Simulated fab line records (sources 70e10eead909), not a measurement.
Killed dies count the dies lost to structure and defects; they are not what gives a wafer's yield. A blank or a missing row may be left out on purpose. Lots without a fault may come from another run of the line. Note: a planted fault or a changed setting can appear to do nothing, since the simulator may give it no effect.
fab line records	flow nand-harc	part 2 of 2: steps 32 to 43 of 43
[record] lots = 5	wafers = 15	last-day = 31
route steps=1302 shown P_BONDPAD@376 A_START@389 A_ZERO_WELL@390 A_SOURCE_PLATE@413
lots that met no fault: taken from a fault-free run of the same line
start-h: start of the lot's first displayed wafer, in hours after the record's first day	wait-h: hours from the lot's prior step to this one	" repeats the value in the row above	L1.1+2: several wafers, shown together as one row	- no value present, or no start provided	* or withheld: withheld	< > ~ a bound
route shown NAME@n: a module of which the file shows steps, and the number in the route of the first	usual: the fault-free wafers' mean and standard deviation	same: alike in all rows	chamber/n: place in a boat	sites: the reading at each site	_std_site: standard deviation of those values	_edge_site: the outer-site mean with the inner-site mean subtracted	radius-mm: how far each site lies from the wafer's centre	mask NAME#n: copy n	behind: the most recent tool/chamber to have shaped the wafer	hold: what put the lot on hold/how long, in hours/how the hold closed	device: the n, p or np transistor that did not switch	end of line: the same wafers' tests at the end of the route	step lacking rows: just its recipe	killed: dies that structure and defects cost at the first sort, which is not the same as the wafer's yield	map: dies across one wafer; x = killed, . = not, _ = none there
set.NAME: setting as actually run; set.NAME@STEP: the setting as run at that earlier step	model.NAME: the simulator's own value behind a step, which no gauge read
lots seen at some steps along the route; tables by step, rows by wafer
services: from which hour (start-h, from the record's first day; less than 0 if before it) a tool's chamber was out of use, for how many hours, and why
[[steps]]
[step NHARC_A_ZERO_WELL_SRD_23]
lot.wafer	tool	chamber	start-h	wait-h
L077.1+4+5	wet-bench-02	2,5,6	-	-
L078.5+2+4	wet-bench-03	3,6,7	-	-
L080.4+2+1	wet-bench-02	4,5,7	-	-
L083.2+3+6	wet-bench-03	5,7,0	-	-
L090.4+1+6	wet-bench-03	0,1,2	-	-
[step NHARC_A_ZERO_WELL_RTA_16]
[recipe] temp-c = 1000	time-s = 10
[usual] lamp-power-pct = 28.6/2	wafer_temp_C_max = 1005.3/1
lot.wafer	tool	chamber	start-h	wait-h	lamp-power-pct	wafer_temp_C_max
L077.1	rtp-anneal-01	0	168.67	-	27.3	1003.2
L077.4	"	0	"	"	27.4	1005.2
L077.5	"	0	"	"	27.3	1006.0
L078.2	rtp-anneal-01	0	184.21	-	27.4	1005.2
L078.4	"	0	"	"	27.4	1004.5
L078.5	"	0	"	"	27.4	1006.6
L080.1	rtp-anneal-01	0	196.65	-	27.4	1004.6
L080.2	"	0	"	"	27.3	1008.1
L080.4	"	0	"	"	27.4	1005.3
L083.2	rtp-anneal-02	0	232.97	-	31.8	1003.9
L083.3	"	0	"	"	31.8	1005.0
L083.6	"	0	"	"	31.8	1005.5
L090.1	rtp-anneal-01	0	302.18	-	27.4	1003.5
L090.4	"	0	"	"	27.3	1005.8
L090.6	"	0	"	"	27.4	1005.8
[step NHARC_A_ZERO_WELL_INSPECT_17]
[usual] raw-defect-count = 11/5.2
lot.wafer	tool	chamber	start-h	wait-h	raw-defect-count
L077.1	defect-inspect-02	-	168.87	0.2	12
L077.4	"	-	"	"	9
L077.5	"	-	"	"	11
L078.2	defect-inspect-02	-	184.37	0.1	11
L078.4	"	-	"	"	17
L078.5	"	-	"	"	11
L080.1	defect-inspect-01	-	196.85	0.2	3
L080.2	"	-	"	"	10
L080.4	"	-	"	"	4
L083.2	defect-inspect-01	-	233.14	0.1	16
L083.3	"	-	"	"	9
L083.6	"	-	"	"	17
L090.1	defect-inspect-01	-	302.37	0.2	20
L090.4	"	-	"	"	5
L090.6	"	-	"	"	5
[step NHARC_A_SOURCE_PLATE_PRECLEAN_00]
[recipe] time-s = 60	chemistry = HF-LAST
lot.wafer	tool	chamber	start-h	wait-h
L077.4+5+1	wet-bench-05	1,2,4	168.93	0.1
L078.2+5+4	wet-bench-01	5,6,0	184.44	0.1
L080.2+4+1	wet-bench-01	6,7,1	196.91	0.1
L083.2+3+6	wet-bench-05	2,3,5	233.20	0.1
L090.6+4+1	wet-bench-04	6,0,3	302.42	0.0
[step NHARC_A_SOURCE_PLATE_SRD_01]
lot.wafer	tool	chamber	start-h	wait-h
L077.4+5+1	wet-bench-05	1,2,4	-	-
L078.2+5+4	wet-bench-01	5,6,0	-	-
L080.2+4+1	wet-bench-01	6,7,1	196.97	0.0
L083.2+3+6	wet-bench-05	2,3,5	-	-
L090.6+4+1	wet-bench-04	6,0,3	-	-
[step NHARC_A_SOURCE_PLATE_OXIDE_02]
[recipe] target-thk-a = 100	temp-c = 900	ox-time-s = 1362	material = SiO2
[usual] ox-temp-c = 900.1/0.41	spike-tc-upper-C = 899.6/1.6	zone-power-bottom-pct = 30.6/0.99
lot.wafer	tool	chamber	start-h	wait-h	ox-temp-c	spike-tc-upper-C	zone-power-bottom-pct
L077.1	furnace-02	0	172.00	-	900.0	898.8	28.7
L077.4	"	0	"	"	900.4	896.5	28.5
L077.5	"	0	"	"	899.1	899.2	28.8
L078.2	furnace-07	0	188.60	-	899.6	901.4	31.4
L078.4	"	0	"	"	900.2	900.5	31.1
L078.5	"	0	"	"	900.0	899.6	31.4
L080.1	furnace-01	0	200.09	3.1	900.0	896.2	30.8
L080.2	"	0	"	"	900.0	897.0	30.4
L080.4	"	0	"	"	900.5	898.6	30.5
L083.2	furnace-02	0	236.27	-	900.5	897.1	28.7
L083.3	"	0	"	"	900.3	899.0	28.8
L083.6	"	0	"	"	900.4	898.5	28.9
L090.1	furnace-02	0	306.13	-	900.5	898.5	28.6
L090.4	"	0	"	"	900.2	900.4	28.5
L090.6	"	0	"	"	899.6	899.1	28.3
[step NHARC_A_SOURCE_PLATE_THK_MEAS_09]
[recipe] thk-meas-gauge = ellipsometry
[usual] thk-nm = 9.8/1.1
lot.wafer	tool	chamber	start-h	wait-h	thk-nm
L077.1	film-metro-02	-	176.05	0.4	10.5
L077.4	"	-	"	"	9.4
L077.5	"	-	"	"	9.1
L078.2	film-metro-02	-	192.71	0.4	12.8
L078.4	"	-	"	"	10.3
L078.5	"	-	"	"	10.2
L080.1	film-metro-01	-	204.01	0.4	10.0
L080.2	"	-	"	"	8.9
L080.4	"	-	"	"	8.8
L083.2	film-metro-02	-	240.37	0.4	7.4
L083.3	"	-	"	"	9.4
L083.6	"	-	"	"	8.9
L090.1	film-metro-02	-	310.21	0.4	8.6
L090.4	"	-	"	"	8.7
L090.6	"	-	"	"	8.7
[step NHARC_A_SOURCE_PLATE_PVD_04]
[recipe] target-thk-a = 500	material = WSi2
lot.wafer	tool	chamber	start-h	wait-h
L077.1+4+5	pvd-sputter-02	-	176.11	0.1
L078.4+2+5	pvd-sputter-02	-	192.76	0.1
L080.1+2+4	pvd-sputter-03	-	204.06	0.1
L083.2+3+6	pvd-sputter-03	-	240.43	0.1
L090.4+1+6	pvd-sputter-02	-	310.28	0.1
[step NHARC_A_SOURCE_PLATE_CVD_03]
[recipe] target-thk-a = 2000	temp-c = 620	pressure-mtorr = 200	time-s = 4000	material = poly-Si
[usual] spike-tc-upper-C = 620.0/2.1	zone-power-bottom-pct = 13.0/1.4
lot.wafer	tool	chamber	start-h	wait-h	spike-tc-upper-C	zone-power-bottom-pct
L077.1	lpcvd-poly-04	0	178.64	-	617.1	14.7
L077.4	"	0	"	"	617.6	14.5
L077.5	"	0	"	"	614.9	14.8
L078.2	lpcvd-poly-04	0	195.29	-	617.5	15.0
L078.4	"	0	"	"	618.3	14.6
L078.5	"	0	"	"	617.2	14.7
L080.1	lpcvd-poly-03	0	206.49	-	617.1	13.0
L080.2	"	0	"	"	619.5	12.9
L080.4	"	0	"	"	618.6	12.9
L083.2	lpcvd-poly-01	0	242.94	-	622.2	11.1
L083.3	"	0	"	"	622.4	11.1
L083.6	"	0	"	"	622.0	11.1
L090.1	lpcvd-poly-04	0	312.80	-	620.5	14.5
L090.4	"	0	"	"	618.4	14.8
L090.6	"	0	"	"	617.3	14.8
[step NHARC_A_SOURCE_PLATE_ANNEAL_05]
[recipe] temp-c = 850	time-s = 1800
[usual] spike-tc-upper-C = 849.8/1.6	zone-power-bottom-pct = 27.4/0.67
lot.wafer	tool	chamber	start-h	wait-h	spike-tc-upper-C	zone-power-bottom-pct
L077.1	furnace-07	0	185.10	3.4	851.6	27.7
L077.4	"	0	"	"	851.8	28.4
L077.5	"	0	"	"	853.1	27.9
L078.2	furnace-07	0	202.53	4.1	851.0	27.2
L078.4	"	0	"	"	850.4	27.3
L078.5	"	0	"	"	852.1	27.4
L080.1	furnace-07	0	216.03	6.5	851.1	27.7
L080.2	"	0	"	"	851.2	27.3
L080.4	"	0	"	"	850.5	27.8
L083.2	furnace-01	0	249.98	4.0	848.3	27.3
L083.3	"	0	"	"	849.5	27.1
L083.6	"	0	"	"	847.6	27.4
L090.1	furnace-07	0	319.33	3.4	850.3	27.5
L090.4	"	0	"	"	851.0	28.1
L090.6	"	0	"	"	849.2	27.4
[step NHARC_A_SOURCE_PLATE_THK_MEAS_06]
[recipe] thk-meas-gauge = ellipsometry
[usual] thk-nm = 199.7/2
lot.wafer	tool	chamber	start-h	wait-h	thk-nm
L077.1	film-metro-02	-	188.96	0.4	201.8
L077.4	"	-	"	"	198.8
L077.5	"	-	"	"	200.1
L078.2	film-metro-02	-	206.41	0.4	198.9
L078.4	"	-	"	"	199.9
L078.5	"	-	"	"	194.7
L080.1	film-metro-01	-	219.99	0.4	201.5
L080.2	"	-	"	"	198.5
L080.4	"	-	"	"	199.3
L083.2	film-metro-02	-	253.91	0.4	198.7
L083.3	"	-	"	"	199.1
L083.6	"	-	"	"	197.3
L090.1	film-metro-02	-	323.21	0.4	201.6
L090.4	"	-	"	"	201.1
L090.6	"	-	"	"	202.0
[step NHARC_A_SOURCE_PLATE_INSPECT_08]
[usual] raw-defect-count = 63/24
lot.wafer	tool	chamber	start-h	wait-h	raw-defect-count
L077.1	defect-inspect-02	-	189.05	0.0	121
L077.4	"	-	"	"	55
L077.5	"	-	"	"	60
L078.2	defect-inspect-01	-	206.48	0.0	95
L078.4	"	-	"	"	99
L078.5	"	-	"	"	90
L080.1	defect-inspect-01	-	220.06	0.0	56
L080.2	"	-	"	"	44
L080.4	"	-	"	"	49
L083.2	defect-inspect-02	-	254.01	0.0	56
L083.3	"	-	"	"	82
L083.6	"	-	"	"	92
L090.1	defect-inspect-02	-	323.30	0.0	55
L090.4	"	-	"	"	110
L090.6	"	-	"	"	44
[[services]]
tool	chamber	start-h	hours	kind
pvd-sputter-02	-	143.23	6.6	repair
rie-diel-06	1	160.22	5.6	repair
pvd-sputter-03	-	170.04	10.0	pm
wet-bench-03	-	171.21	6.2	repair
rie-diel-06	1	185.04	2.6	repair
rie-diel-06	-	208.96	1.1	repair
pvd-sputter-01	-	211.54	29.8	repair
ecd-cu-02	-	215.24	0.9	repair
wet-bench-03	-	215.53	8.0	pm
rie-diel-06	1	225.90	3.6	repair
litho-track-02	-	227.00	7.0	pm
wet-bench-10	-	227.03	1.3	repair
pvd-sputter-02	-	230.89	10.5	repair
pvd-sputter-01	-	241.35	10.0	pm
ecd-cu-02	-	244.00	8.0	pm
wet-bench-02	-	244.00	8.0	pm
litho-track-07	-	251.00	7.0	pm
rie-diel-06	0	263.29	2.9	repair
litho-track-03	-	275.00	7.0	pm
pvd-sputter-02	-	282.00	10.0	pm
rie-diel-06	0	287.33	4.5	repair
rie-diel-06	-	307.20	9.0	pm
ecd-cu-02	-	310.85	5.6	repair
wet-bench-10	-	311.20	8.0	pm
